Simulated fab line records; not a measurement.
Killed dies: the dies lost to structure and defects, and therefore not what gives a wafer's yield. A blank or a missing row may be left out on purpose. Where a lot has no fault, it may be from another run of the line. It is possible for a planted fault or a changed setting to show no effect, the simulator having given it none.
Chamber matching / flow n5Finfet / 3 sister chambers for N5_BEOL_M2_PECVD_72 on pecvd-02
The step deposits SiO2 from TEOS/O2, target thk 16 nm, time 18 s. 3 wafers are shown with their chamber, then 8 later ones without.

## WAFERS, EACH WITH ITS CHAMBER
wafer=L085.4; chamber=1; throttleValvePct (%)=21.6
wafer=L085.5; chamber=2; throttleValvePct (%)=21.7
wafer=L086.1; chamber=0; throttleValvePct (%)=23.7

## WAFERS WITH NO CHAMBER GIVEN
wafer=L086.2; throttleValvePct (%)=21.2
wafer=L086.4; throttleValvePct (%)=21.4
wafer=L090.1; throttleValvePct (%)=21.7
wafer=L090.2; throttleValvePct (%)=21.5
wafer=L090.4; throttleValvePct (%)=21.8
wafer=L097.1; throttleValvePct (%)=23.6
wafer=L097.4; throttleValvePct (%)=23.7
wafer=L097.5; throttleValvePct (%)=23.5

## CHAMBER TAKEN BY EACH
wafer=L086.2; from the rows above=can't be placed: 1 or 2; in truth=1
wafer=L086.4; from the rows above=can't be placed: 1 or 2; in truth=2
wafer=L090.1; from the rows above=can't be placed: 2 or 1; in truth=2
wafer=L090.2; from the rows above=can't be placed: 1 or 2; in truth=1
wafer=L090.4; from the rows above=can't be placed: 2 or 1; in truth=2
wafer=L097.1; from the rows above=0; in truth=0
wafer=L097.4; from the rows above=0; in truth=0
wafer=L097.5; from the rows above=0; in truth=0
Correctly placed: 3 of 8. Can't be placed from these rows: 5 (the true chamber is among the candidates in 5). Number placed wrongly: 0.
How it was worked out, from the rows above alone: a wafer's distance from a chamber is the root of the sum, over the readings, of the square of ((its reading less the chamber's mean) divided by the reading's scatter). If the next closest chamber is less than 2 further off than the closest, the wafer can't be placed; otherwise it belongs to the closest. Each chamber's mean is taken over the wafers shown for it. The scatter: root of mean squared gap, hidden wafer to nearest shown wafer, with one shown wafer a chamber.
